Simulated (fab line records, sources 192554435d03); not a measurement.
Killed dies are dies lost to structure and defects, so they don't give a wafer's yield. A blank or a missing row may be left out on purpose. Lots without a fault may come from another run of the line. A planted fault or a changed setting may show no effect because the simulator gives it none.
Chamber matching | flow n5_finfet | N5_BEOL_M3_ETCHBACK_99 on rie_diel-04: 4 sister chambers
The step etches SiO2 in CHF3, target depth 5 nm, time 10.4 s. 4 wafers are shown with their chamber, then 8 later ones without.

WAFERS WITH THEIR CHAMBER
wafer  | chamber | showerhead_plenum_p_Torr (Torr)
L076.4 | 0       | 2.21
L083.5 | 3       | 2.05
L083.6 | 1       | 2.18
L087.1 | 2       | 2.22

WAFERS WITHOUT THEIR CHAMBER
wafer  | showerhead_plenum_p_Torr (Torr)
L087.5 | 2.04
L087.6 | 2.22
L095.2 | 2.20
L095.3 | 2.04
L095.4 | 2.20
L097.3 | 2.21
L097.5 | 2.17
L097.6 | 2.21

WHICH CHAMBER EACH WENT THROUGH
wafer  | from the rows above          | in truth
L087.5 | 3                            | 3
L087.6 | can't be placed: 2 or 0      | 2
L095.2 | can't be placed: 0 or 1 or 2 | 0
L095.3 | 3                            | 3
L095.4 | can't be placed: 0 or 1 or 2 | 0
L097.3 | can't be placed: 0 or 2      | 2
L097.5 | 1                            | 1
L097.6 | can't be placed: 0 or 2      | 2
Placed correctly: 3 of 8. Can't be placed from these rows: 5 (the true chamber is among the candidates in 5). Placed wrongly: 0.
How it was worked out, from the rows above alone: a wafer's distance from a chamber is the root of the sum, over the readings, of the square of ((its reading less the chamber's mean) divided by the reading's scatter). The wafer belongs to the nearest chamber; if the next one is less than 2 further off, it can't be placed. A chamber's mean is the mean of its shown wafers. The scatter: with one shown wafer a chamber, the root of the mean of the squares of how far each hidden wafer lies from its nearest shown one.
